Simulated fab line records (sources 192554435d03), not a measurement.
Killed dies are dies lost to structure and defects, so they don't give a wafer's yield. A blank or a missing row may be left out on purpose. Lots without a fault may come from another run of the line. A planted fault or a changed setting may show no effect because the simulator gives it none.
Matching of chambers -- flow n5_finfet -- N5_BEOL_M9_CURE_71 on uv_cure-01 has 3 sister chambers
The step cures SiCOH lowk, time 240 s. 16 wafers are shown with their chamber, then 8 later ones without.

## WAFERS PAIRED WITH THEIR CHAMBERS
wafer,chamber,wafer_temp_C_max,lamp_power_pct (%)
L075.2,1,386.4,52.32
L075.4,1,387.0,52.37
L075.6,1,386.0,52.36
L079.3,2,386.0,52.36
L079.4,2,386.0,52.27
L079.6,2,386.1,52.34
L074.1,0,387.7,52.23
L074.5,0,386.8,52.20
L074.6,0,387.3,52.43
L087.1,1,386.8,52.35
L087.3,1,386.4,52.29
L087.6,1,386.7,52.24
L088.2,2,386.0,52.39
L088.3,2,386.1,52.30
L088.5,2,386.2,52.36
L090.1,1,386.5,52.37

SIGNATURES (averages over the wafers above)
reading,chamber 0,chamber 1,chamber 2,scatter within a chamber
wafer_temp_C_max,387.267,386.543,386.067,0.288
lamp_power_pct,52.2867,52.3286,52.3367,0.0652
Rule: for each reading, subtract the chamber's mean from the wafer's reading, divide by that reading's scatter and square the result; add these up over the readings and take the root, which gives the wafer's distance from the chamber. If the next closest chamber is less than 2 further off than the closest, the wafer can't be placed; otherwise it belongs to the closest. The scatter: the root of (the sum of the squares of (reading less its chamber's mean) over the shown wafers, divided by (wafers less chambers)).

## WAFERS WITH NO CHAMBER GIVEN
wafer,wafer_temp_C_max,lamp_power_pct (%)
L090.4,386.5,52.35
L090.5,386.3,52.17
L092.3,386.7,52.38
L092.4,386.7,52.29
L092.6,387.3,52.24
L093.1,386.6,52.22
L093.2,386.7,52.25
L093.4,386.8,52.34

## WHICH CHAMBER EACH ONE RAN IN
wafer,from the rows above,in truth
L090.4,can't be placed: 1 or 2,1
L090.5,can't be placed: 1 or 2 or 0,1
L092.3,can't be placed: 1 or 2 or 0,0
L092.4,can't be placed: 1 or 0 or 2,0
L092.6,0,0
L093.1,can't be placed: 1 or 0 or 2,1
L093.2,can't be placed: 1 or 0 or 2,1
L093.4,can't be placed: 1 or 0 or 2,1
Placed correctly: 1 of 8. Cannot be placed on the basis of these rows: 7; the candidates contain the true chamber in 7. Wrongly placed: 0.
